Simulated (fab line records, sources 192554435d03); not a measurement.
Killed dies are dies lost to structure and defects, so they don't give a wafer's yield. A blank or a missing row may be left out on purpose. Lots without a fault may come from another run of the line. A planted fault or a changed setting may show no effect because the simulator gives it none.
fab line records | flow n5_finfet
record lots=7 wafers=21
route steps=1938 shown BEOL_M14@1722 BEOL_M15@1779 MIM_BOT_ETCH@1866 PASSIVATION@1921
start_h: hours from the record's first day to the start of the lot's first wafer shown | wait_h: hours since the lot's step before | " the same as in the row above | L1.1+2: a row that stands for several wafers | - no value, or no start given | * or withheld: withheld | < > ~ a bound
route shown NAME@n: a module of which the file shows steps, and the number in the route of the first | usual: mean/standard deviation of fault-free wafers | same: alike in all rows | chamber/n: place in a boat | sites: the reading at each site | _std_site: their standard deviation | _edge_site: outer sites' mean less inner sites' | radius_mm: how far each site lies from the wafer's centre | mask NAME#n: copy n | behind: the tool/chamber that last shaped the wafer | hold: why the lot was held/for how many hours/how that ended | device: the transistor (n, p or np) that didn't switch | end of line: the same wafers' tests at the end of the route | a step without rows: its recipe alone | killed: dies lost to structure and defects at the first sort, not the wafer's yield | map: a wafer's dies, x killed, . not, _ none there
set.NAME: the setting as run; set.NAME@STEP: as run at that earlier step | model.NAME: the simulator's own value behind a step, which no gauge read
lots whose settings were changed on purpose; a table a step, a row a wafer
## steps
# step N5_BEOL_M14_EXPOSE_07
# recipe mask_id=V13 na=0.8 source_shape=annular sigma_inner=0.5 sigma_outer=0.8 polarization=unpolarized attpsm_phase_deg=180 dose_mj=57
# columns lot.wafer tool chamber start_h wait_h mask set.dose_mj
L076.1+2+3 krf_scanner-02 0 251.40 - V13#0 57
L078.4+5+6 krf_scanner-02 0 266.23 - V13#0 57
L082.3+5 krf_scanner-01 0 276.75 - V13#0 53.15
L082.6 " 0 " " V13#0 57
L085.2+4 krf_scanner-02 0 305.54 - V13#0 57
L085.3 " 0 " " V13#0 59.97
L086.2+6 krf_scanner-02 0 317.45 - V13#0 57
L086.5 " 0 " " V13#0 59.06
L089.1+2+4 krf_scanner-01 0 340.18 - V13#0 57
L091.1+3 krf_scanner-01 0 347.80 - V13#0 55.78
L091.4 " 0 " " V13#0 57
# step N5_BEOL_M14_PEB_08
# recipe peb_temp_c=130 peb_time_s=90
# step N5_BEOL_M14_DEVELOP_09
# recipe develop_time_s=45 rinse_liquid=diw dry=air_spin dev_temp_c=21
# step N5_BEOL_M14_HARDBAKE_14
# recipe temp_c=130 time_s=120
# step N5_BEOL_M14_CD_MEAS_10
# recipe target_cd_nm=250 landing_energy_ev=500 detector=se_inlens polarity=opening
# usual cd_nm=249.2/1.6
# columns lot.wafer tool chamber start_h wait_h set.dose_mj@BEOL_M14_EXPOSE_07 cd_nm
L076.1 cd_sem-03 0 251.57 - 57 249.0
L076.2 " 0 " " 57 248.4
L076.3 " 0 " " 57 250.1
L078.4 cd_sem-02 0 266.39 - 57 247.3
L078.5 " 0 " " 57 247.2
L078.6 " 0 " " 57 248.1
L082.3 cd_sem-03 0 276.91 - 53.15 238.3
L082.5 " 0 " " 53.15 239.1
L082.6 " 0 " " 57 249.3
L085.2 cd_sem-03 0 305.71 - 57 249.7
L085.3 " 0 " " 59.97 257.2
L085.4 " 0 " " 57 246.3
L086.2 cd_sem-02 0 317.62 - 57 250.8
L086.5 " 0 " " 59.06 256.0
L086.6 " 0 " " 57 247.1
L089.1 cd_sem-02 0 340.36 - 57 248.4
L089.2 " 0 " " 57 250.3
L089.4 " 0 " " 57 251.0
L091.1 cd_sem-02 0 347.98 - 55.78 244.3
L091.3 " 0 " " 55.78 246.3
L091.4 " 0 " " 57 250.5
# step N5_BEOL_M14_DESCUM_15
# recipe chemistry=O2 time_s=7.9 source_power_w=50 bias_power_w=20 pressure_mtorr=20 rf_frequency_hz=2.712e+07 temp_c=40 o2_flow_sccm=225
# step N5_BEOL_M14_ETCH_59
# recipe chemistry=N2/H2 target=BARC target_depth_a=890 overetch_a=267 time_s=67.9 ion_energy_ev=200 pressure_mtorr=30 source_w=840 bias_w=150 n2_flow_sccm=200 h2_flow_sccm=200
# columns lot.wafer tool chamber start_h wait_h set.spin_rpm@BEOL_M14_COAT_04 model.coat_of_BEOL_M14_COAT_04.thk_nm
L076.1 rie_diel-05 2 251.70 0.0 1704 721.4
L076.2 " 0 " " 1704 722.6
L076.3 " 1 " " 1704 718.6
L078.4 rie_diel-02 3 266.51 0.0 1631 734.4
L078.5 " 2 " " 1704 719.4
L078.6 " 3 " " 1704 714.6
L082.3 rie_diel-06 0 277.03 0.0 1704 716.4
L082.5 " 1 " " 1704 716
L082.6 " 3 " " 1704 719.8
L085.2 rie_diel-05 1 305.83 0.0 1704 715.6
L085.3 " 3 " " 1704 717.4
L085.4 " 2 " " 1633 734.8
L086.2 rie_diel-06 0 317.74 0.0 1863 679.4
L086.5 " 2 " " 1863 677.6
L086.6 " 1 " " 1704 707.6
L089.1 rie_diel-06 2 340.52 0.0 1704 717.2
L089.2 " 0 " " 1704 718.4
L089.4 " 3 " " 1704 718.2
L091.1 rie_diel-05 3 348.10 0.0 1704 724
L091.3 " 2 " " 1770 707.4
L091.4 " 0 " " 1704 721.8
# step N5_BEOL_M14_VIA_ETCH_16
# recipe chemistry=C4F8/O2/Ar target=SiO2 he_inner_torr=15 he_outer_torr=30 target_depth_a=12313 time_s=withheld ion_energy_ev=800 pressure_mtorr=20 source_w=1905 bias_w=2040 Ar_flow_sccm=400 C4F8_flow_sccm=16 O2_flow_sccm=12 ends=cleared
# step N5_BEOL_M14_STRIP_63
# recipe chemistry=O2 power_w=600 temp_c=60 pressure_mtorr=30 rf_frequency_hz=6e+07 bias_power_w=0 overash_fraction=0.3 o2_flow_sccm=225
# step N5_BEOL_M14_STRIP_71
# recipe chemistry=post_etch_residue_remover time_s=60 temp_c=25 remover_ph=withheld remover_water_wt_pct=withheld remover_fluoride_wt_pct=withheld
# step N5_BEOL_M14_SRD_72
# recipe time_s=30 temp_c=23 rinse_liquid=diw dry=n2_spin spin_rpm=1500 dry_time_s=30
# step N5_BEOL_M14_CD_MEAS_17
# recipe target_cd_nm=250 polarity=opening
# usual cd_nm=250.4/2
# columns lot.wafer tool chamber start_h wait_h set.dose_mj@BEOL_M14_EXPOSE_07 cd_nm
L076.1 cd_sem-03 - 252.10 0.0 57 249.2
L076.2 " - " " 57 248.2
L076.3 " - " " 57 251.2
L078.4 cd_sem-02 - 266.91 0.0 57 248.5
L078.5 " - " " 57 247.4
L078.6 " - " " 57 248.7
L082.3 cd_sem-03 - 277.43 0.0 53.15 239.2
L082.5 " - " " 53.15 241.7
L082.6 " - " " 57 247.9
L085.2 cd_sem-02 - 306.23 0.0 57 250.3
L085.3 " - " " 59.97 257.5
L085.4 " - " " 57 245.7
L086.2 cd_sem-01 - 318.14 0.0 57 252.9
L086.5 " - " " 59.06 258.4
L086.6 " - " " 57 249.4
L089.1 cd_sem-01 - 340.92 0.0 57 251.1
L089.2 " - " " 57 251.4
L089.4 " - " " 57 249.8
L091.1 cd_sem-03 - 348.50 0.0 55.78 245.3
L091.3 " - " " 55.78 245.3
L091.4 " - " " 57 251.4
# step N5_BEOL_M15_EXPOSE_07
# recipe mask_id=V14 na=0.8 source_shape=annular sigma_inner=0.5 sigma_outer=0.8 polarization=unpolarized attpsm_phase_deg=180 dose_mj=41.25
# columns lot.wafer tool chamber start_h wait_h mask set.dose_mj
L076.1+2 krf_scanner-02 0 257.39 - V14#0 41.25
L076.3 " 0 " " V14#0 43.3
L078.4+5+6 krf_scanner-01 0 270.66 - V14#0 41.25
L082.3+5 krf_scanner-02 0 286.40 - V14#0 43.48
L082.6 " 0 " " V14#0 41.25
L085.2+4 krf_scanner-02 0 310.40 - V14#0 41.25
L085.3 " 0 " " V14#0 38.45
L086.2+5+6 krf_scanner-01 0 322.52 - V14#0 41.25
L089.1+2+4 krf_scanner-01 0 344.41 - V14#0 41.25
L091.1+3 krf_scanner-02 0 354.12 - V14#0 38.71
L091.4 " 0 " " V14#0 41.25
# step N5_BEOL_M15_PEB_08
# recipe peb_temp_c=130 peb_time_s=90
# step N5_BEOL_M15_DEVELOP_09
# recipe develop_time_s=45 rinse_liquid=diw dry=air_spin dev_temp_c=21
# step N5_BEOL_M15_HARDBAKE_14
# recipe temp_c=130 time_s=120
# step N5_BEOL_M15_CD_MEAS_10
# recipe target_cd_nm=360 landing_energy_ev=500 detector=se_inlens polarity=opening
# usual cd_nm=360.4/1.7
# columns lot.wafer tool chamber start_h wait_h set.dose_mj@BEOL_M15_EXPOSE_07 cd_nm
L076.1 cd_sem-02 0 257.56 - 41.25 359.2
L076.2 " 0 " " 41.25 358.6
L076.3 " 0 " " 43.3 369.5
L078.4 cd_sem-03 0 270.82 - 41.25 358.2
L078.5 " 0 " " 41.25 359.7
L078.6 " 0 " " 41.25 359.9
L082.3 cd_sem-01 0 286.57 - 43.48 369.3
L082.5 " 0 " " 43.48 372.3
L082.6 " 0 " " 41.25 360.0
L085.2 cd_sem-01 0 310.56 - 41.25 361.3
L085.3 " 0 " " 38.45 351.3
L085.4 " 0 " " 41.25 359.8
L086.2 cd_sem-01 0 322.69 - 41.25 359.0
L086.5 " 0 " " 41.25 358.8
L086.6 " 0 " " 41.25 360.8
L089.1 cd_sem-03 0 344.58 - 41.25 358.7
L089.2 " 0 " " 41.25 360.7
L089.4 " 0 " " 41.25 358.6
L091.1 cd_sem-03 0 354.29 - 38.71 350.2
L091.3 " 0 " " 38.71 347.4
L091.4 " 0 " " 41.25 359.0
# step N5_BEOL_M15_STRIP_65
# recipe chemistry=post_etch_residue_remover time_s=60 temp_c=25 remover_ph=withheld remover_water_wt_pct=withheld remover_fluoride_wt_pct=withheld
# step N5_BEOL_M15_SRD_66
# recipe time_s=30 temp_c=23 rinse_liquid=diw dry=n2_spin spin_rpm=1500 dry_time_s=30
# step N5_BEOL_M15_CD_MEAS_17
# recipe target_cd_nm=360 polarity=opening
# usual cd_nm=361.5/2
# columns lot.wafer tool chamber start_h wait_h set.dose_mj@BEOL_M15_EXPOSE_07 cd_nm
L076.1 cd_sem-03 - 258.15 0.0 41.25 360.1
L076.2 " - " " 41.25 362.5
L076.3 " - " " 43.3 370.0
L078.4 cd_sem-03 - 271.40 0.0 41.25 359.7
L078.5 " - " " 41.25 360.9
L078.6 " - " " 41.25 359.8
L082.3 cd_sem-02 - 287.15 0.0 43.48 371.8
L082.5 " - " " 43.48 374.4
L082.6 " - " " 41.25 360.1
L085.2 cd_sem-01 - 311.15 0.0 41.25 362.9
L085.3 " - " " 38.45 352.0
L085.4 " - " " 41.25 362.7
L086.2 cd_sem-02 - 323.28 0.0 41.25 361.3
L086.5 " - " " 41.25 361.2
L086.6 " - " " 41.25 359.3
L089.1 cd_sem-01 - 345.16 0.0 41.25 359.4
L089.2 " - " " 41.25 361.8
L089.4 " - " " 41.25 361.1
L091.1 cd_sem-02 - 355.16 0.0 38.71 351.1
L091.3 " - " " 38.71 347.8
L091.4 " - " " 41.25 360.2
# step N5_MIM_BOT_ETCH_ETCH_04
# recipe chemistry=CF4/O2 target=SiNx target_depth_a=260 time_s=13 ion_energy_ev=100 pressure_mtorr=40 source_w=535 bias_w=49 Ar_flow_sccm=100 cf4_flow_sccm=100 O2_flow_sccm=10
# columns lot.wafer tool chamber start_h wait_h set.time_s model.etch.depth_nm
L076.1 rie_diel-06 2 266.48 0.0 13 26.09
L076.2 " 1 " " 13 27.45
L076.3 " 3 " " 11.09 21.24
L078.4 rie_diel-05 1 281.27 0.0 12.13 24.24
L078.5 " 0 " " 12.13 23.12
L078.6 " 1 " " 13 25.89
L082.3 rie_diel-06 0 299.43 0.0 13 26.6
L082.5 " 3 " " 13 25
L082.6 " 1 " " 13 27.13
L085.2 rie_diel-05 1 322.83 0.0 12.01 24.2
L085.3 " 3 " " 13 25.74
L085.4 " 0 " " 13 24.9
L086.2 rie_diel-06 0 332.90 0.0 13 25.88
L086.5 " 2 " " 13 27.01
L086.6 " 3 " " 13 26.35
L089.1 rie_diel-02 2 356.32 0.0 13 25.44
L089.2 " 1 " " 13 25.7
L089.4 " 3 " " 13 25.75
L091.1 rie_diel-05 3 369.85 0.0 10.63 20.88
L091.3 " 2 " " 10.63 20.18
L091.4 " 1 " " 13 26.12
# step N5_MIM_BOT_ETCH_ETCH_03
# recipe chemistry=Cl2/BCl3 target_depth_a=120 pressure_mtorr=8 icp_w=800 bias_w=100 Cl2_flow_sccm=20 bcl3_flow_sccm=80
# columns lot.wafer tool chamber start_h wait_h set.icp_w model.etch.depth_nm
L076.1 rie_metal-02 0 266.57 0.1 800 12.33
L076.2 " 1 " " 751.8 11.71
L076.3 " 0 " " 751.8 11.6
L078.4 rie_metal-02 1 281.39 0.1 800 12.24
L078.5 " 0 " " 759.1 11.73
L078.6 " 1 " " 800 12.39
L082.3 rie_metal-01 0 299.55 0.1 841.5 12.37
L082.5 " 0 " " 841.5 12.24
L082.6 " 1 " " 800 11.8
L085.2 rie_metal-01 1 322.91 0.1 800 12.1
L085.3 " 0 " " 875.9 12.95
L085.4 " 1 " " 875.9 13.08
L086.2 rie_metal-01 1 332.98 0.1 861.5 12.74
L086.5 " 0 " " 800 11.68
L086.6 " 1 " " 861.5 12.8
L089.1 rie_metal-02 1 356.42 0.1 800 12.2
L089.2 " 0 " " 800 12.38
L089.4 " 1 " " 800 12.26
L091.1 rie_metal-02 1 369.94 0.1 800 12.3
L091.3 " 1 " " 800 12.34
L091.4 " 0 " " 800 12.42
# step N5_PASSIVATION_EXPOSE_41
# recipe mask_id=PASS_OPEN na=0.55 defocus_nm=0 source_shape=conventional sigma_outer=0.8 polarization=unpolarized target_cd_nm=40000 dose_mj=57.25
# columns lot.wafer tool chamber start_h wait_h mask set.dose_mj
L076.1+3 krf_scanner-01 0 272.08 - PASS_OPEN#0 57.25
L076.2 " 0 " " PASS_OPEN#0 53.85
L078.4 krf_scanner-02 0 287.94 - PASS_OPEN#0 57.25
L078.5+6 " 0 " " PASS_OPEN#0 54.29
L082.3 krf_scanner-01 0 305.39 - PASS_OPEN#0 58.42
L082.5+6 " 0 " " PASS_OPEN#0 57.25
L085.2+3+4 krf_scanner-01 0 327.92 - PASS_OPEN#0 57.25
L086.2+6 krf_scanner-02 0 340.46 - PASS_OPEN#0 57.25
L086.5 " 0 " " PASS_OPEN#0 55.63
L089.1+2+4 krf_scanner-01 0 362.79 - PASS_OPEN#0 57.25
L091.1+3+4 krf_scanner-02 0 375.77 - PASS_OPEN#0 57.25
# step N5_PASSIVATION_PEB_42
# recipe peb_temp_c=withheld peb_time_s=*
# step N5_PASSIVATION_DEVELOP_43
# recipe develop_time_s=60 rinse_liquid=diw dry=air_spin dev_temp_c=21
# step N5_PASSIVATION_HARDBAKE_45
# recipe temp_c=130 time_s=120
# step N5_PASSIVATION_CD_MEAS_44
# recipe target_cd_nm=40000 landing_energy_ev=500 detector=se_inlens
# usual cd_nm=40000/4.2
# columns lot.wafer tool chamber start_h wait_h set.dose_mj@PASSIVATION_EXPOSE_41 cd_nm
L076.1 cd_sem-03 0 272.26 - 57.25 40007
L076.2 " 0 " " 53.85 39979
L076.3 " 0 " " 57.25 40006
L078.4 cd_sem-02 0 288.10 - 57.25 39994
L078.5 " 0 " " 54.29 39981
L078.6 " 0 " " 54.29 39980
L082.3 cd_sem-02 0 305.56 - 58.42 40003
L082.5 " 0 " " 57.25 40002
L082.6 " 0 " " 57.25 39999
L085.2 cd_sem-01 0 328.10 - 57.25 39997
L085.3 " 0 " " 57.25 39996
L085.4 " 0 " " 57.25 39991
L086.2 cd_sem-02 0 340.64 - 57.25 40001
L086.5 " 0 " " 55.63 39983
L086.6 " 0 " " 57.25 39997
L089.1 cd_sem-03 0 362.97 - 57.25 39995
L089.2 " 0 " " 57.25 40002
L089.4 " 0 " " 57.25 40004
L091.1 cd_sem-01 0 375.95 - 57.25 39997
L091.3 " 0 " " 57.25 40002
L091.4 " 0 " " 57.25 40002
# step N5_PASSIVATION_PASS_ETCH_47
# recipe chemistry=CF4/O2 target=SiNx target_depth_a=7700 time_s=385 ion_energy_ev=100 pressure_mtorr=40 source_w=535 bias_w=49 Ar_flow_sccm=100 cf4_flow_sccm=100 O2_flow_sccm=10
# columns lot.wafer tool chamber start_h wait_h set.source_w model.etch.depth_nm
L076.1 rie_diel-05 1 272.38 0.0 444 644.2
L076.2 " 3 " " 535 741.5
L076.3 " 0 " " 444 620.3
L078.4 rie_diel-02 0 288.64 0.1 535 780
L078.5 " 3 " " 535 773.9
L078.6 " 2 " " 500.4 716.5
L082.3 rie_diel-06 1 305.68 0.0 535 801.9
L082.5 " 0 " " 560.7 811
L082.6 " 2 " " 535 800.5
L085.2 rie_diel-06 0 328.46 0.0 620.4 876.8
L085.3 " 2 " " 620.4 903.7
L085.4 " 3 " " 620.4 894.3
L086.2 rie_diel-02 2 340.80 0.0 535 753.6
L086.5 " 1 " " 535 764.1
L086.6 " 0 " " 535 787.1
L089.1 rie_diel-05 2 363.09 0.0 535 727
L089.2 " 3 " " 535 749
L089.4 " 1 " " 535 771.5
L091.1 rie_diel-05 2 376.08 0.0 535 731
L091.3 " 1 " " 478.3 699.5
L091.4 " 3 " " 535 756.4
## key
split step=N5_BEOL_M14_EXPOSE_07 setting=dose_mj stated=57 by=wafer
response step=N5_BEOL_M14_CD_MEAS_10 reading=cd_nm change=+1.73 per=1% r=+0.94
response step=N5_BEOL_M14_CD_MEAS_17 reading=cd_nm change=+1.55 per=1% r=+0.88
split step=N5_BEOL_M15_EXPOSE_07 setting=dose_mj stated=41.25 by=wafer
response step=N5_BEOL_M15_CD_MEAS_10 reading=cd_nm change=+1.71 per=1% r=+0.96
response step=N5_BEOL_M15_CD_MEAS_17 reading=cd_nm change=+1.84 per=1% r=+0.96
split step=N5_MIM_BOT_ETCH_ETCH_04 setting=time_s stated=13 by=wafer
response step=N5_MIM_BOT_ETCH_ETCH_04 reading=model.etch.depth_nm change=+0.318 per=1% r=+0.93
split step=N5_MIM_BOT_ETCH_ETCH_03 setting=icp_w stated=800 by=wafer
response step=N5_MIM_BOT_ETCH_ETCH_03 reading=model.etch.depth_nm change=+0.112 per=1% r=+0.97
split step=N5_PASSIVATION_EXPOSE_41 setting=dose_mj stated=57.25 by=wafer
response step=N5_PASSIVATION_CD_MEAS_44 reading=cd_nm change=+3.81 per=1% r=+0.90
split step=N5_PASSIVATION_PASS_ETCH_47 setting=source_w stated=535 by=wafer
response step=N5_PASSIVATION_PASS_ETCH_47 reading=model.etch.depth_nm change=+5.92 per=1% r=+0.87
split outside_this_file step=N5_BEOL_M14_COAT_04 setting=spin_rpm
# split outside_this_file: this setting was split too, and the file shows its column; the key of that split is in another file
